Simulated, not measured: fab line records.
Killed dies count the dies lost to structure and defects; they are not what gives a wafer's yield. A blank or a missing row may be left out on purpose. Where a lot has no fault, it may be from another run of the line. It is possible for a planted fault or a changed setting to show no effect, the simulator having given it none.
Split-lot experiment | flow n5 finfet | 7 lots, 21 wafers read, on a route of 1938 steps

## THE SPLIT
At N5_DUMMY_GATE_EXPOSE_12 (exposes mask GATE, target cd 25 nm), the setting dose mj was moved away from the recipe's 34 on 9 of the 21 wafers read, by -6.4% to +3.9%. This setting was run at the recipe's value on the other wafers.

## FROM THE SPLIT TO THE READING: what the file shows between them, 2 steps
- N5_DUMMY_GATE_PEB_13: peb time 60 s
- N5_DUMMY_GATE_DEVELOP_14: develop time 30 s

## THE READING
cd nm at N5_DUMMY_GATE_CD_MEAS_15, given in nm (cd target 25.8 nm). A value of 24.99 nm with a standard deviation of 0.25 nm is what fault-free wafers of this fab line usually give.

wafer  | tool, chamber at the split | dose mj as run | against the recipe | cd nm, nm | against lot-mates on the recipe
L074.1 | euv scanner-02, 0          | 34             | recipe             | 25.19     | -
L074.2 | euv scanner-02, 0          | 35.26          | +3.7%              | 24.48     | -0.75
L074.3 | euv scanner-02, 0          | 34             | recipe             | 25.28     | -
L081.1 | euv scanner-01, 0          | 35.34          | +3.9%              | 24.22     | no lot-mate on the recipe
L081.3 | euv scanner-01, 0          | 35.34          | +3.9%              | 23.92     | no lot-mate on the recipe
L081.4 | euv scanner-01, 0          | 35.34          | +3.9%              | 24.19     | no lot-mate on the recipe
L086.3 | euv scanner-01, 0          | 34             | recipe             | 25.18     | -
L086.4 | euv scanner-01, 0          | 31.84          | -6.4%              | 25.83     | +0.65
L086.5 | euv scanner-01, 0          | 31.84          | -6.4%              | 26.17     | +0.99
L090.1 | euv scanner-01, 0          | 34             | recipe             | 25.55     | -
L090.3 | euv scanner-01, 0          | 34             | recipe             | 25.14     | -
L090.4 | euv scanner-01, 0          | 34             | recipe             | 25.23     | -
L092.3 | euv scanner-01, 0          | 34             | recipe             | 24.74     | -
L092.5 | euv scanner-01, 0          | 34             | recipe             | 24.64     | -
L092.6 | euv scanner-01, 0          | 34             | recipe             | 25.20     | -
L095.3 | euv scanner-02, 0          | 34             | recipe             | 24.87     | -
L095.4 | euv scanner-02, 0          | 35.33          | +3.9%              | 24.04     | -0.73
L095.6 | euv scanner-02, 0          | 34             | recipe             | 24.66     | -
L096.1 | euv scanner-02, 0          | 32.58          | -4.2%              | 25.75     | +1.15
L096.3 | euv scanner-02, 0          | 32.58          | -4.2%              | 25.90     | +1.30
L096.4 | euv scanner-02, 0          | 34             | recipe             | 24.60     | -

FIT RESULTS
A straight line over all 21 wafers: cd nm changes by -0.187 nm for each +1% of dose mj; r = -0.91; the points scatter about the line by 0.27 nm.
The same after taking each lot's own level away (the mean of its wafers on the recipe; 18 wafers): -0.181 nm for each +1%; r = -0.90; scatter 0.25 nm.
The reading moves by 1.1 nm for the largest change in dose mj, on that fit.
Across the lots, their own levels run from 24.600 to 25.307 nm, a range of 2.8 times the standard deviation given above.
Consequently the slope shifts little with the lot-to-lot level, the two slopes agreeing.
Check: +1.37 nm against its lot-mates is what the line predicts for one of the wafers moved furthest among these (-6.4%) when that wafer is left out of the fit. It came out at +0.65 nm against them.

## FURTHER SPLITS ON THESE WAFERS
These wafers also went through other splits before the reading. Each is held against what the fit with the lots' levels taken away leaves over:
other split on the same wafers | wafers away from the commonest value | r with cd nm (lot level and that fit taken away)
N5_ZERO_LAYER_PECVD_02 time s  | 7                                    | +0.09
N5_ZERO_LAYER_COAT_05 spin rpm | 2                                    | +0.15
N5_WELL_APT_PEB_06 peb time s  | 10                                   | -0.24
N5_WELL_APT_COAT_19 spin rpm   | 7                                    | +0.21
N5_FIN_SAQP_DESCUM_21 time s   | 7                                    | +0.55
N5_DUMMY_GATE_COAT_09 spin rpm | 10                                   | -0.41

## THE WHOLE CHAIN: every reading that the file lists as answering this split, in the file's order
step                     | what it does                             | reading                                                           | change (the file's fit)               | r (the file's)
N5_DUMMY_GATE_CD_MEAS_15 | target cd 25.8 nm                        | cd nm                                                             | -0.183 nm for each +1% of the setting | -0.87
N5_DUMMY_GATE_TRIM_49    | chemistry O2, time 29 s, target cd 14 nm | DUMMY_GATE.cd nm (the simulator's own value, which no gauge read) | -0.216 nm for each +1% of the setting | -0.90

## FILE'S OWN FIT
cd nm changes by -0.183 nm for each +1% of dose mj, r = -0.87.
